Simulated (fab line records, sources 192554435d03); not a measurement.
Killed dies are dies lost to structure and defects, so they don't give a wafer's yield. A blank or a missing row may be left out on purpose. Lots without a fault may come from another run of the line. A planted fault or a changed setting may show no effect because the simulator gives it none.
Problem report in the 8D (eight disciplines) form, filled by code | flow n5_finfet | the parts of the form that need people (team, actions taken, sign-off) are left out

1. THE PROBLEM
trench_depth_nm at N5_BEOL_M10_OCD_MEAS_38 reads a mean of 134.2 nm on 4 wafers of 3 lots; wafers without a fault read 147.1 nm with a standard deviation of 2.7. That is -4.8 standard deviations from the usual mean.
First seen on wafer L559.2, day 14 22:26, on ocd-02. The record holds 19 wafers of 7 lots with a number at this step. Rule for "out", or "out of limits": more than 4 standard deviations from the usual mean. The other wafers with a number count as sound.

2. WHAT IT IS AND WHAT IT IS NOT
question                    | is                             | is not
which readings at this step | trench_depth_nm                | -
which lots                  | L559, L563, L565               | L552, L557, L572, L573
which wafers of those lots  | L559.2, L563.1, L563.2, L565.2 | L559.4, L559.6, L565.3
read on which gauges        | ocd-01, ocd-02                 | -
when                        | from day 14 22:26              | up to then (8 sound wafers); but 7 sound wafers of L565, L572, L573 came after

3. SUSPECTS, AND WHAT RULES EACH OUT
Counting: a tool at a process step up to the reading stays a suspect if it ran every lot that is out. Sound lots after the first of them don't rule it out here, since some wafers of a struck lot are sound.
- the gauge at N5_BEOL_M10_OCD_MEAS_38: ruled out. The wafers that are out were read on 2 gauges (ocd-01, ocd-02).
- rie_diel-04 at N5_BEOL_M10_DESCUM_33 (chemistry O2, time 7.9 s): kept. It ran every lot that is out, first L559 (day 14 21:56); its last sound lot up to then is L557 (day 14 09:13).
- rie_diel-04 at N5_BEOL_M10_TRENCH_ETCH_37 (etches SiCOH lowk in C4F6/O2, target depth 148.83 nm, time 48 s): kept. It ran every lot that is out, first L559 (day 14 22:15); its last sound lot up to then is L557 (day 14 09:31). Its own readings are out on those wafers: run_length_s.
Left after counting: rie_diel-04 at N5_BEOL_M10_DESCUM_33, rie_diel-04 at N5_BEOL_M10_TRENCH_ETCH_37.

4. THE CAUSE (what the simulator had put in)
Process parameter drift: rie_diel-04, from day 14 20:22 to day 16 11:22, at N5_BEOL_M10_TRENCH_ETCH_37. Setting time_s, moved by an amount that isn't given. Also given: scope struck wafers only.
Counting left 2 suspects, and this tool is among them.

5. THE CHAIN OF EFFECTS, in route order
Each row: a reading whose mean over the struck wafers that have a number lies more than 3 standard deviations from the usual. Only readings for which the record gives a usual standard deviation are gone through. hours: the time from each lot's start at the first step in this table that gives one to its start at this step, as a median over the lots. sigmas: the change in usual standard deviations.
hours | step                       | reading           | usual        | on struck wafers | change | sigmas
0     | N5_BEOL_M10_TRENCH_ETCH_37 | run_length_s      | 71.6 s       | 67.8             | -3.8   | -10
0     | N5_BEOL_M10_OCD_MEAS_38    | trench_depth_nm   | 147.1 nm     | 134.2            | -12.9  | -4.8
2     | N5_BEOL_M10_THK_MEAS_53    | M10_THK           | 137.6 nm     | 124.9            | -12.7  | -4.4
3     | N5_BEOL_M10_RS_MEAS_57     | M10_RS            | 0.153 ohm/sq | 0.171            | +0.018 | +5.1
40    | N5_BEOL_M15_RC_MEAS_101    | SERP_M10          | 3.11 ohm/um  | 3.41             | +0.30  | +3.6
40    | N5_BEOL_M15_RC_MEAS_101    | SERP_M10_max_site | 3.20 ohm/um  | 3.48             | +0.28  | +3.2
The process steps in it:
- N5_BEOL_M10_TRENCH_ETCH_37: etches SiCOH lowk in C4F6/O2, target depth 148.83 nm, time 48 s.

6. WHAT WOULD HAVE CAUGHT IT SOONER
In this record the first reading out of limits at a measuring or inspecting step was taken at day 14 22:26, 2 hours after the fault began at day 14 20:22.
The tool's own readings at N5_BEOL_M10_TRENCH_ETCH_37 were out on every struck wafer that the step has a row for (run_length_s): an alarm limit on them would have fired on the first of those.
Of the lots that are out (3), L563, L565 began N5_BEOL_M10_TRENCH_ETCH_37 on rie_diel-04 after day 14 22:26. A hold on the tool at that time would have spared those 2.
